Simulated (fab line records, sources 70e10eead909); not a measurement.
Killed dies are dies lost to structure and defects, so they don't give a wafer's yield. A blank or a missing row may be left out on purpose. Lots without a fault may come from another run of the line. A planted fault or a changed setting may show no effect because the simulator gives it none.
fab line records | flow nand_harc
record lots=14 wafers=42 last_day=24
route steps=1159 shown A_CONTACT@873 A_M0@1015 END@1159
lots that met no fault: from a run of the same line without faults
start_h: hours from the record's first day to the start of the lot's first wafer shown | wait_h: hours since the lot's step before | " the same as in the row above | L1.1+2: a row that stands for several wafers | - no value, or no start given | * or withheld: withheld | < > ~ a bound
route shown NAME@n: a module of which the file shows steps, and the number in the route of the first | usual: mean/standard deviation of fault-free wafers | same: alike in all rows | chamber/n: place in a boat | sites: the reading at each site | _std_site: their standard deviation | _edge_site: outer sites' mean less inner sites' | radius_mm: how far each site lies from the wafer's centre | mask NAME#n: copy n | behind: the tool/chamber that last shaped the wafer | hold: why the lot was held/for how many hours/how that ended | device: the transistor (n, p or np) that didn't switch | end of line: the same wafers' tests at the end of the route | a step without rows: its recipe alone | killed: dies lost to structure and defects at the first sort, not the wafer's yield | map: a wafer's dies, x killed, . not, _ none there
set.NAME: the setting as run; set.NAME@STEP: as run at that earlier step | model.NAME: the simulator's own value behind a step, which no gauge read
steps of the route over a sample of lots; a table a step, a row a wafer
services: from which hour (start_h, from the record's first day; less than 0 if before it) a tool's chamber was out of use, for how many hours, and why
## steps
# step NHARC_A_CONTACT_ETCH_122
# recipe source_w=withheld pressure_mtorr=20 bias_v=3000 time_s=95 target_depth_a=9300 ar_flow_sccm=withheld c4f8_flow_sccm=withheld o2_flow_sccm=withheld chemistry=C4F8/O2/Ar
# columns lot.wafer tool chamber start_h wait_h rf_hours_counter_h
L999.2 har_cap_etch-01 0 369.60 0.1 57
L999.3 " 1 " " -
L999.6 " 1 " " -
L998.1 har_cap_etch-02 1 373.28 0.1 10
L998.3 " 0 " " -
L998.5 " 1 " " -
L102.2 har_cap_etch-01 0 380.31 0.1 59
L102.5 " 0 " " -
L102.6 " 1 " " -
L100.1 har_cap_etch-02 1 381.51 0.1 12
L100.2 " 0 " " 12
L100.5 " 1 " " -
L101.4 har_cap_etch-03 1 385.14 0.1 -
L101.3 " 0 " " -
L101.5 " 0 " " -
L104.2 har_cap_etch-02 0 404.65 0.1 16
L104.1 " 1 " " 16
L104.6 " 1 " " -
L106.4 har_cap_etch-01 1 424.74 0.1 -
L106.3 " 0 " " -
L106.6 " 1 " " -
L111.1 har_cap_etch-01 0 435.94 0.1 70
L111.2 " 1 " " 70
L111.3 " 0 " " -
L114.1 har_cap_etch-03 1 459.78 0.1 97
L114.2 " 0 " " 97
L114.4 " 1 " " -
L115.1 har_cap_etch-02 1 463.83 0.1 27
L115.3 " 1 " " -
L115.5 " 1 " " -
L118.1 har_cap_etch-02 0 480.49 0.1 31
L118.3 " 1 " " -
L118.5 " 0 " " -
L121.2 har_cap_etch-02 0 494.01 0.1 34
L121.1 " 1 " " 34
L121.3 " 0 " " -
L120.1 har_cap_etch-03 0 498.16 0.1 104
L120.4 " 1 " " -
L120.5 " 1 " " -
L119.2 har_cap_etch-01 0 502.77 0.1 82
L119.4 " 1 " " -
L119.5 " 0 " " -
# step NHARC_A_M0_PVD_20
# recipe target_thk_a=50 bias_v=168.6 power_w=15000 chamber_pressure_pa=0.12 time_s=8.06 substrate_temp_c=50 material=TaN
# usual throttle_valve_pct=30.0/0.91
# columns lot.wafer tool chamber start_h wait_h throttle_valve_pct
L999.3 pvd_sputter-03 - - - 29.6
L999.2 " - " " 30.0
L999.6 " - " " 29.9
L998.3 pvd_sputter-02 - - - 29.0
L998.1 " - " " 29.2
L998.5 " - " " 32.2
L102.2 pvd_sputter-01 - - - 30.9
L102.5 " - " " 29.8
L102.6 " - " " 30.0
L100.2 pvd_sputter-02 - - - 30.4
L100.1 " - " " 32.3
L100.5 " - " " 30.3
L101.4 pvd_sputter-03 - - - 30.1
L101.3 " - " " 29.6
L101.5 " - " " 28.8
L104.2 pvd_sputter-01 - - - 29.7
L104.1 " - " " 30.3
L104.6 " - " " 29.9
L106.3 pvd_sputter-01 - - - 30.3
L106.4 " - " " 30.9
L106.6 " - " " 29.9
L111.1 pvd_sputter-02 - - - 29.3
L111.3 " - " " 29.3
L111.2 " - " " 30.2
L114.4 pvd_sputter-02 - - - 29.3
L114.1 " - " " 29.3
L114.2 " - " " 30.3
L115.1 pvd_sputter-01 - - - 29.6
L115.3 " - " " 29.8
L115.5 " - " " 30.9
L118.3 pvd_sputter-02 - - - 29.4
L118.1 " - " " 29.1
L118.5 " - " " 30.2
L121.3 pvd_sputter-03 - - - 29.7
L121.1 " - " " 29.7
L121.2 " - " " 28.6
L120.4 pvd_sputter-01 - - - 30.0
L120.1 " - " " 30.4
L120.5 " - " " 30.2
L119.2 pvd_sputter-02 - - - 32.4
L119.4 " - " " 29.2
L119.5 " - " " 28.9
# step NHARC_A_M0_THK_MEAS_24
# recipe thk_meas_gauge=xrf
# usual thk_nm=113.9/1.3
# columns lot.wafer tool chamber start_h wait_h thk_nm
L999.2 film_metro-02 - 402.66 - 111.7
L999.3 " - " " 115.0
L999.6 " - " " 112.1
L998.1 film_metro-01 - 404.21 - 112.2
L998.3 " - " " 114.2
L998.5 " - " " 114.9
L102.2 film_metro-01 - 407.51 - 114.1
L102.5 " - " " 113.4
L102.6 " - " " 115.3
L100.1 film_metro-02 - 408.33 - 113.9
L100.2 " - " " 112.9
L100.5 " - " " 113.3
L101.3 film_metro-02 - 408.94 - 113.7
L101.4 " - " " 112.2
L101.5 " - " " 113.5
L104.1 film_metro-01 - 438.75 - 111.6
L104.2 " - " " 113.3
L104.6 " - " " 115.1
L106.3 film_metro-01 - 449.72 - 111.5
L106.4 " - " " 112.5
L106.6 " - " " 112.7
L111.1 film_metro-01 - 471.25 - 114.4
L111.2 " - " " 115.9
L111.3 " - " " 114.1
L114.1 film_metro-01 - 493.64 - 113.4
L114.2 " - " " 112.4
L114.4 " - " " 113.2
L115.1 film_metro-01 - 496.36 - 112.9
L115.3 " - " " 113.3
L115.5 " - " " 111.7
L118.1 film_metro-01 - 507.96 - 112.7
L118.3 " - " " 112.9
L118.5 " - " " 114.5
L121.1 film_metro-01 - 517.78 - 113.8
L121.2 " - " " 114.8
L121.3 " - " " 113.3
L120.1 film_metro-02 - 529.19 - 115.0
L120.4 " - " " 116.2
L120.5 " - " " 114.5
L119.2 film_metro-02 - 540.43 - 114.0
L119.4 " - " " 111.0
L119.5 " - " " 114.2
# step NHARC_A_M0_DEP_32
# recipe target_thk_a=300 temp_c=370 target_thk_nm=30 pressure_torr=3 flow_sccm=200 rf_w=450 material=SiCN
# usual heater_power_w=569/110 showerhead_vpp_V=1346/43
# columns lot.wafer tool chamber start_h wait_h heater_power_w showerhead_vpp_V
L999.3 pecvd-03 1 402.96 0.1 686 1336
L999.2 " 2 " " 497 1366
L999.6 " 0 " " 440 1311
L998.1 pecvd-01 2 404.57 0.1 664 1273
L998.3 " 1 " " 595 1358
L998.5 " 0 " " 511 1382
L102.2 pecvd-02 1 407.81 0.1 452 1319
L102.6 " 1 " " 452 1308
L102.5 " 0 " " 371 1428
L100.1 pecvd-01 1 408.63 0.1 642 1333
L100.2 " 0 " " 467 1382
L100.5 " 2 " " 651 1262
L101.3 pecvd-02 1 409.30 0.1 483 1313
L101.4 " 0 " " 433 1439
L101.5 " 1 " " 494 1325
L104.1 pecvd-01 0 439.10 0.1 466 1387
L104.2 " 1 " " 621 1360
L104.6 " 0 " " 475 1367
L106.3 pecvd-03 2 450.02 0.1 491 1370
L106.4 " 0 " " 509 1328
L106.6 " 1 " " 733 1350
L111.2 pecvd-03 0 471.55 0.1 408 1333
L111.3 " 1 " " 740 1322
L111.1 " 2 " " 539 1333
L114.2 pecvd-01 1 493.99 0.1 617 1349
L114.1 " 2 " " 685 1260
L114.4 " 1 " " 638 1343
L115.3 pecvd-02 2 496.66 0.1 683 1403
L115.1 " 1 " " 415 1284
L115.5 " 1 " " 409 1335
L118.1 pecvd-02 1 508.27 0.1 485 1331
L118.3 " 2 " " 677 1388
L118.5 " 0 " " 440 1448
L121.2 pecvd-01 2 518.13 0.1 670 1261
L121.1 " 0 " " 479 1374
L121.3 " 0 " " 483 1370
L120.1 pecvd-03 1 529.58 0.1 675 1330
L120.5 " 2 " " 586 1343
L120.4 " 0 " " 476 1338
L119.2 pecvd-01 1 540.73 0.1 614 1333
L119.5 " 2 " " 572 1287
L119.4 " 0 " " 509 1369
# step NHARC_END_SORT_01
# recipe temp_c=25
# usual killed_at_array=28/11 killed_at_other=0.8/1.3 killed_at_periphery=3.6/2.5 killed_dies=32/11 killed_open=3.0/1.8 killed_short=2.0/1.5
# same gross_dies=677
# columns lot.wafer tool chamber start_h wait_h killed_at_array killed_at_other killed_at_periphery killed_dies killed_open killed_short
L106.3 prober-01 0 502.46 3.1 130 0 2 132 0 0
L106.4 prober-01 0 503.27 3.4 78 0 6 84 2 3
L106.6 prober-01 0 504.88 4.0 69 0 5 74 2 2
L111.1 prober-02 0 516.33 2.5 138 0 1 139 2 3
L111.2 prober-02 0 517.14 2.8 75 0 0 75 0 2
L111.3 prober-02 0 517.95 3.1 134 0 1 135 2 0
# killed by level:class
L106.3 A_CONTACT:unspecified=108 A_SLIT:chamber_film_flake=17 A_CHANNEL_HOLE_D1:chamber_film_flake=4 P_ZERO_WELL:chamber_film_flake=1 P_M0:chamber_film_flake=1 A_STAIRCASE:chamber_film_flake=1
L106.4 A_CONTACT:unspecified=62 A_SLIT:chamber_film_flake=8 A_CHANNEL_HOLE_D1:chamber_film_flake=5 P_M1:geometric_particle:short=2 P_M0:chamber_film_flake=2 P_GATE:geometric_particle:open=1 A_WL_FILL:geometric_particle:short=1 A_WL_FILL:geometric_particle:open=1
L106.6 A_CONTACT:unspecified=52 A_SLIT:chamber_film_flake=8 A_CHANNEL_HOLE_D1:chamber_film_flake=4 P_M0:chamber_film_flake=3 A_STAIRCASE:chamber_film_flake=2 P_M1:geometric_particle:open=1 A_ONON_D1:geometric_particle:short=1 A_CHANNEL_FILL_D1:geometric_particle:open=1
L111.1 A_CONTACT:unspecified=104 A_SLIT:chamber_film_flake=13 A_STAIRCASE:chamber_film_flake=8 A_CHANNEL_HOLE_D1:chamber_film_flake=5 A_WL_FILL:geometric_particle:short=2 A_CONTACT:chamber_film_flake=2 P_M1:geometric_particle:short=1 A_CHANNEL_FILL_D1:geometric_particle:open=1
L111.2 A_CONTACT:unspecified=56 A_SLIT:chamber_film_flake=6 A_STAIRCASE:chamber_film_flake=4 A_WL_FILL:chamber_film_flake=4 A_CONTACT:chamber_film_flake=3 A_WL_FILL:geometric_particle:short=1 A_BLC:geometric_particle:short=1
L111.3 A_CONTACT:unspecified=110 A_SLIT:chamber_film_flake=16 A_CHANNEL_HOLE_D1:chamber_film_flake=3 A_CONTACT:chamber_film_flake=2 A_ONON_D1:geometric_particle:open=1 A_CONTACT:geometric_particle:open=1 P_BONDPAD:chamber_film_flake=1 A_STAIRCASE:chamber_film_flake=1
## services
# columns tool chamber start_h hours kind
pecvd-02 0 347.03 - clean
pecvd-02 1 347.03 - clean
pecvd-02 2 347.03 - clean
pvd_sputter-01 - 357.46 15.6 repair
pvd_sputter-02 - 392.00 10.0 pm
pecvd-01 - 418.18 13.0 pm
pecvd-01 0 418.18 13.0 vent_cycle
pecvd-01 1 418.18 13.0 vent_cycle
pecvd-01 2 418.18 13.0 vent_cycle
pecvd-01 0 431.18 - clean
pecvd-01 1 431.18 - clean
pecvd-01 2 431.18 - clean
pvd_sputter-03 - 458.08 10.0 pm
pecvd-03 - 473.36 13.0 pm
pecvd-03 0 473.36 13.0 vent_cycle
pecvd-03 1 473.36 13.0 vent_cycle
pecvd-03 2 473.36 13.0 vent_cycle
pvd_sputter-02 - 477.55 1.4 repair
pecvd-03 0 486.36 - clean
pecvd-03 1 486.36 - clean
pecvd-03 - 505.78 0.6 repair
pvd_sputter-01 - 514.00 10.0 pm
pecvd-02 - 515.46 13.0 pm
pecvd-01 1 517.29 5.0 repair
## key
first_sign step=NHARC_END_SORT_01 reading=killed_at_array direction=up sigmas=7.2 usual=28 struck=104
effect step=NHARC_END_SORT_01 reading=killed_dies direction=up sigmas=6.7 usual=32 struck=106
more_kills_born_at NHARC_A_CONTACT_ETCH_122@har_cap_etch-01=487
met_at NHARC_A_CONTACT_ETCH_122
struck_lots L106,L111
tester_left_out L106,L111
not_acting_at NHARC_A_M0_PVD_20,NHARC_A_M0_THK_MEAS_24,NHARC_A_M0_DEP_32
onset_between 380.31 424.74
fault kind=chamber_particle_source tool=har_cap_etch-01 chamber=- onset_h=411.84 steps=NHARC_A_CONTACT_ETCH_122 rate_per_visit_cm2=1.7555 end_h=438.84
# tester_left_out: of these lots the tester's yield and bins aren't shown, on N5 and GAA mostly nor the transistor test; their killed dies are dies lost to structure and defects alone, not to doping, threshold or leakage, so they don't give the yield
